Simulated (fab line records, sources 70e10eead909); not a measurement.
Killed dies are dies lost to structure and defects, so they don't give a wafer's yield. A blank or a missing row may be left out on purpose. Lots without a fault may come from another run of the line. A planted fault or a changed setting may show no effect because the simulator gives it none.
Which tool did it? | flow nand_harc | 11 lots, 33 wafers sampled, at 4 steps of a route of 1302

WHAT THE GAUGES READ, wafer by wafer
NHARC_A_CHANNEL_HOLE_D1_CD_MEAS_30.
lot  | measured     | on        | cd_nm (nm)
L581 | day 8 20:20  | cd_sem-02 | 91.5 90.3 90.2
L582 | day 9 07:24  | cd_sem-01 | 91.0 89.6 90.4
L584 | day 10 11:01 | cd_sem-02 | 90.7 90.2 91.1
L585 | day 10 13:01 | cd_sem-02 | 91.7 89.1 90.1
L587 | day 11 12:38 | cd_sem-02 | 92.1 91.3 92.0
L592 | day 13 18:12 | cd_sem-03 | 0.8 0.4 0.5 1.1 0.2 0.4
L593 | day 14 03:16 | cd_sem-01 | 0.3 1.8 1.1 0.2 2.0 1.2
L594 | day 14 09:16 | cd_sem-01 | 90.4 90.3 89.8
L600 | day 16 09:18 | cd_sem-02 | 90.6 91.4 88.9
L601 | day 17 13:17 | cd_sem-02 | 91.0 92.0 90.1
L604 | day 18 12:48 | cd_sem-03 | 88.4 89.3 90.2

WHICH TOOL RAN EACH LOT (tool, then ch and the chambers of the sampled wafers, then the start)
lot  | NHARC_A_CHANNEL_HOLE_D1_DESCUM_15  | NHARC_A_CHANNEL_HOLE_D1_ETCH_16               | NHARC_A_CHANNEL_HOLE_D1_ETCH_21
L581 | rie_diel-01 ch 2,3, day 8 13:37    | rie_diel-01 ch 0,3, day 8 15:15 or earlier    | har_etch-02 ch 1, day 8 15:15
L582 | rie_diel-10 ch 1,2,3, day 9 00:43  | rie_diel-10 ch 0,1,2, day 9 02:18 or earlier  | har_etch-01 ch 0, day 9 02:18
L584 | rie_diel-12 ch 0,1,3, day 10 00:24 | rie_diel-12 ch 0,1,3, day 10 05:57 or earlier | har_etch-02 ch 0,1, day 10 05:57
L585 | rie_diel-01 ch 1,2,3, day 10 04:41 | rie_diel-01 ch 0,2,3, day 10 07:53 or earlier | har_etch-01 ch 0,1, day 10 07:53
L587 | rie_diel-12 ch 0,1, day 11 03:28   | rie_diel-12 ch 0,1,2, day 11 07:35 or earlier | har_etch-02 ch 0,1, day 11 07:35
L592 | rie_diel-10 ch 0,1,2, day 13 10:19 | rie_diel-10 ch 0,2,3, day 13 13:10 or earlier | har_etch-01 ch 0,1, day 13 13:10
L593 | rie_diel-12 ch 1,2, day 13 20:25   | rie_diel-12 ch 1,2,3, day 13 22:01 or earlier | har_etch-01 ch 0,1, day 13 22:01
L594 | rie_diel-12 ch 0,3, day 13 22:14   | rie_diel-12 ch 1,3, day 14 00:35 or earlier   | har_etch-02 ch 0, day 14 00:35
L600 | rie_diel-12 ch 0,1, day 16 02:26   | rie_diel-12 ch 1,3, day 16 04:02 or earlier   | har_etch-01 ch 0,1, day 16 04:02
L601 | rie_diel-12 ch 0,1,3, day 16 23:26 | rie_diel-12 ch 1,2,3, day 17 08:16 or earlier | har_etch-01 ch 0,1, day 17 08:16
L604 | rie_diel-01 ch 0,2,3, day 18 05:25 | rie_diel-01 ch 0,1, day 18 07:46 or earlier   | har_etch-02 ch 0, day 18 07:46
- NHARC_A_CHANNEL_HOLE_D1_DESCUM_15: chemistry O2, time 3 s.
- NHARC_A_CHANNEL_HOLE_D1_ETCH_16: etches the open film in O2/COS, target depth 3100 nm, time 806 s.
- NHARC_A_CHANNEL_HOLE_D1_ETCH_21: etches the open film in C4F8/O2/Ar, time 514.3 s, target depth 1600 nm.

THE ANSWER, worked out from the rows above alone
Rule: what is usual is taken from the lots themselves. Put in order of their means at a reading, lots are off if they are a third of the lots or fewer, leave a main group of 4 or more, and stand apart from it by a gap of 3 or more times the standard deviation of the main group's means; of several such gaps the widest counts. A main group whose means are all the same, to the digits that the tables above print for the reading, isn't used. A lot without any number at a reading at which 4 lots or more have one is off too. The other lots that the step has rows for count as sound.
Off: L592, L593, at NHARC_A_CHANNEL_HOLE_D1_CD_MEAS_30 (cd_nm). The main group: mean 90.5 nm, standard deviation 0.64.
A tool fits if, at a process step before that reading, it ran every lot that is off, and no sound lot after the first of them. The gauges at NHARC_A_CHANNEL_HOLE_D1_CD_MEAS_30 are tried like those tools. NHARC_A_CHANNEL_HOLE_D1_ETCH_16 gives no start for some lots, so the hours and the order of its lots are those of NHARC_A_CHANNEL_HOLE_D1_ETCH_21. None of those tried fits.

WHAT THE SIMULATOR HAD PUT IN
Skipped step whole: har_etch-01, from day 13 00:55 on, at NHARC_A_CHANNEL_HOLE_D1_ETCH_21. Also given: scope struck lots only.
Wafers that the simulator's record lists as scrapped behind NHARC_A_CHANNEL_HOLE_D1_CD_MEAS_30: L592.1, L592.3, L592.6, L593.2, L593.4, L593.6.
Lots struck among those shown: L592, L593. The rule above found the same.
